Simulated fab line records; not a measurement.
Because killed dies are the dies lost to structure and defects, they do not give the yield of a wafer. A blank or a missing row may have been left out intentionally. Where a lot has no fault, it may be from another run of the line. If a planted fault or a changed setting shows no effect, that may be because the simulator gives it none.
Split-lot trial | flow n5_finfet | on a route of 1938 steps: 7 lots, 21 wafers read

## SPLIT DETAILS
At N5_FIN_SAQP_PECVD_48 (deposits SiNx from SiH4/NH3/N2, target thk 25 nm, time 22.1 s), the setting time_s was moved away from the recipe's 22.1 s on 7 of the 21 wafers read, by -11.6% to +12.4%. All remaining wafers had this setting at the recipe value.

## FROM THE SPLIT TO THE READING: what the file shows between them, 7 steps
- N5_FIN_SAQP_PECVD_06: deposits a-Si from SiH4/He, target thk 60 nm, time 48.1 s
- N5_FIN_SAQP_HM_OPEN_73: chemistry CHF3/O2, target SiO2, stops on a-Si, target depth 12 nm, time 16.8 s
- N5_FIN_SAQP_STRIP_74: strips in CHF3/O2
- N5_FIN_SAQP_MANDREL_ETCH_22: etches a-Si in HBr/Cl2, stops on SiNx, target depth 60 nm, bt time 10 s, time 30 s
- N5_FIN_SAQP_STRIP_55: strips in N2/H2
- N5_FIN_SAQP_STRIP_23: strips in SPM, time 750 s
- N5_FIN_SAQP_MANDREL1_REMOVE_56: chemistry HBr/Cl2/O2, target a-Si, stops on SiNx, bt time 10 s

## THE READING
etch.depth_nm (the simulator's own value, which no gauge read), in nm, at N5_FIN_SAQP_ETCH_57 (etches SiNx in CH3F/O2, target depth 32.5 nm, time 46.4 s). The file gives no usual value for it. Here, 14 wafers ran the recipe; their average is 24.89 nm with a standard deviation of 0.35 nm.

wafer  | tool, chamber at the split | time_s as run, s | against the recipe | etch.depth_nm, nm | against lot-mates on the recipe
L074.1 | pecvd-01, 2                | 22.1             | recipe             | 24.34             | -
L074.5 | pecvd-01, 2                | 22.1             | recipe             | 24.43             | -
L074.6 | pecvd-01, 1                | 24.84            | +12.4%             | 28.03             | +3.65
L077.1 | pecvd-02, 1                | 22.1             | recipe             | 24.87             | -
L077.2 | pecvd-02, 0                | 20.07            | -9.2%              | 22.39             | -2.70
L077.3 | pecvd-02, 1                | 22.1             | recipe             | 25.31             | -
L082.1 | pecvd-04, 2                | 22.1             | recipe             | 24.45             | -
L082.4 | pecvd-04, 2                | 22.1             | recipe             | 24.79             | -
L082.5 | pecvd-04, 1                | 22.1             | recipe             | 24.76             | -
L083.3 | pecvd-04, 1                | 22.1             | recipe             | 24.94             | -
L083.4 | pecvd-04, 0                | 20.85            | -5.7%              | 23.93             | -1.01
L083.6 | pecvd-04, 2                | 20.85            | -5.7%              | 23.99             | -0.95
L091.1 | pecvd-04, 0                | 22.1             | recipe             | 25.15             | -
L091.2 | pecvd-04, 1                | 22.1             | recipe             | 24.7              | -
L091.4 | pecvd-04, 0                | 19.53            | -11.6%             | 22.07             | -2.85
L092.2 | pecvd-02, 1                | 22.1             | recipe             | 24.67             | -
L092.5 | pecvd-02, 1                | 23.23            | +5.1%              | 26.83             | +1.83
L092.6 | pecvd-02, 0                | 22.1             | recipe             | 25.33             | -
L094.1 | pecvd-02, 1                | 24.2             | +9.5%              | 27.43             | +2.09
L094.3 | pecvd-02, 2                | 22.1             | recipe             | 25.18             | -
L094.5 | pecvd-02, 2                | 22.1             | recipe             | 25.5              | -

THE FIT
A straight line over all 21 wafers: etch.depth_nm changes by +0.252 nm for each +1% of time_s; r = +0.97; the points scatter about the line by 0.37 nm.
The same after taking each lot's own level away (the mean of its wafers on the recipe; 21 wafers): +0.26 nm for each +1%; r = +0.98; scatter 0.29 nm.
Per that fit: largest time_s move, reading shift of 3.2 nm.
The lots' own levels span 24.385 to 25.340 nm, that is 2.7 times the standard deviation above.
The two slopes are in agreement: the lot-to-lot level therefore moves the slope only a little.
Check: for one of the wafers moved furthest among these (+12.4%), held out of the fit, the line's prediction against its lot-mates is +3.1 nm. It came out at +3.65 nm against them.

## ADDITIONAL SPLITS CARRIED BY THESE WAFERS
These wafers also went through other splits before the reading. Each is held against what the fit with the lots' levels taken away leaves over:
other split on the same wafers  | wafers away from the commonest value | r with etch.depth_nm (lot level and that fit taken away)
N5_ZERO_LAYER_EXPOSE_08 dose_mj | 6                                    | -0.02
N5_ZERO_LAYER_ETCH_18 bias_w    | 5                                    | +0.03
N5_FIN_SAQP_ALD_61 ald_cycles   | 8                                    | +0.26

## THE WHOLE CHAIN: every reading that the file lists as answering this split, in the file's order
step                        | what it does                                                                       | reading                                                                           | change (the file's fit)               | r (the file's)
N5_FIN_SAQP_PECVD_48        | deposits SiNx from SiH4/NH3/N2, target thk 25 nm, time 22.1 s                      | SiNx_of_FIN_SAQP_PECVD_48.thk_nm (the simulator's own value, which no gauge read) | +0.262 nm for each +1% of the setting | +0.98
N5_FIN_SAQP_MANDREL_ETCH_22 | etches a-Si in HBr/Cl2, stops on SiNx, target depth 60 nm, bt time 10 s, time 30 s | SiNx_of_FIN_SAQP_PECVD_48.thk_nm (the simulator's own value, which no gauge read) | +0.265 nm for each +1% of the setting | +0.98
N5_FIN_SAQP_ETCH_57         | etches SiNx in CH3F/O2, target depth 32.5 nm, time 46.4 s                          | etch_rf_on_time_s                                                                 | withheld for each +1% of the setting  | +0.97
N5_FIN_SAQP_ETCH_57         | etches SiNx in CH3F/O2, target depth 32.5 nm, time 46.4 s                          | etch.depth_nm (the simulator's own value, which no gauge read)                    | +0.265 nm for each +1% of the setting | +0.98

## THE FILE'S OWN FIT
etch.depth_nm changes by +0.265 nm for each +1% of time_s, r = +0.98.
